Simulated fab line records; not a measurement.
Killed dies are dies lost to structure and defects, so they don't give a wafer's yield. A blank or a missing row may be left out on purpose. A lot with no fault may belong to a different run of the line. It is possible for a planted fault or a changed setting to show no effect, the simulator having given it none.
Which of the tools did it?    flow nand_harc    6 lots, 18 wafers sampled, at 4 steps of a route of 1302

WHAT THE GAUGES SHOWED, per wafer
NHARC_END_SORT_01.
lot   measured      on         killed_at_periphery
L985  day 27 06:13  prober-02  0 4 4
L990  day 29 12:43  prober-01  8 6 2
L993  day 30 19:30  prober-02  4 7 4
L995  day 31 04:32  prober-02  2 5 4
L997  day 32 19:46  prober-01  0 6 3
L999  day 33 03:04  prober-01  0 2 2

WHAT TOOL EACH LOT RAN ON (gives the tool, then ch and the chambers of the sampled wafers, and finally the start)
lot   NHARC_THIN_TSV_STRIP_46              NHARC_THIN_TSV_ETCHBACK_48          NHARC_THIN_TSV_PRE_CLEAN_50
L985  wet_bench-10 ch 0,2,6, day 26 16:31  rie_diel-05 ch 0,1, day 26 17:24    pvd_sputter-01, day 27 06:13 or earlier
L990  wet_bench-08 ch 1,2,5, day 28 20:27  rie_diel-05 ch 2,3, day 28 21:19    pvd_sputter-03, day 29 12:43 or earlier
L993  wet_bench-08 ch 3,4,5, day 30 04:44  rie_diel-06 ch 0,2,3, day 30 05:35  pvd_sputter-01, day 30 19:30 or earlier
L995  wet_bench-08 ch 0,1,6, day 30 13:39  rie_diel-05 ch 0,1,3, day 30 14:32  pvd_sputter-01, day 31 04:32 or earlier
L997  wet_bench-08 ch 0,5,7, day 32 05:23  rie_diel-06 ch 0,1,3, day 32 06:16  pvd_sputter-03, day 32 19:46 or earlier
L999  wet_bench-10 ch 0,5,6, day 32 13:29  rie_diel-07 ch 0,2,3, day 32 14:19  pvd_sputter-03, day 33 03:04 or earlier
- NHARC_THIN_TSV_STRIP_46: strips in post etch residue remover, time 1200 s.
- NHARC_THIN_TSV_ETCHBACK_48: etches the open film in C4F8/Ar, target depth 1028.5 nm, time 405.17 s.
- NHARC_THIN_TSV_PRE_CLEAN_50: time 30 s.

THE ANSWER, worked out from the rows above alone
Rule: the lots themselves supply what counts as usual. The widest of any qualifying gaps counts: lots, ordered by their means at a reading, are off when they make up no more than a third of the lots, leave a main group of 4 or more, and stand apart from it by 3 or more times the standard deviation of that group's means. If all means in a main group match to the digits the tables above print for the reading, that group is not used. Also off: a lot with no number at a reading for which 4 or more lots have one. All remaining lots with rows at the step are treated as sound.
Nothing can be told from this: no lot is off at any reading shown.

WHAT WAS PUT IN BY THE SIMULATOR
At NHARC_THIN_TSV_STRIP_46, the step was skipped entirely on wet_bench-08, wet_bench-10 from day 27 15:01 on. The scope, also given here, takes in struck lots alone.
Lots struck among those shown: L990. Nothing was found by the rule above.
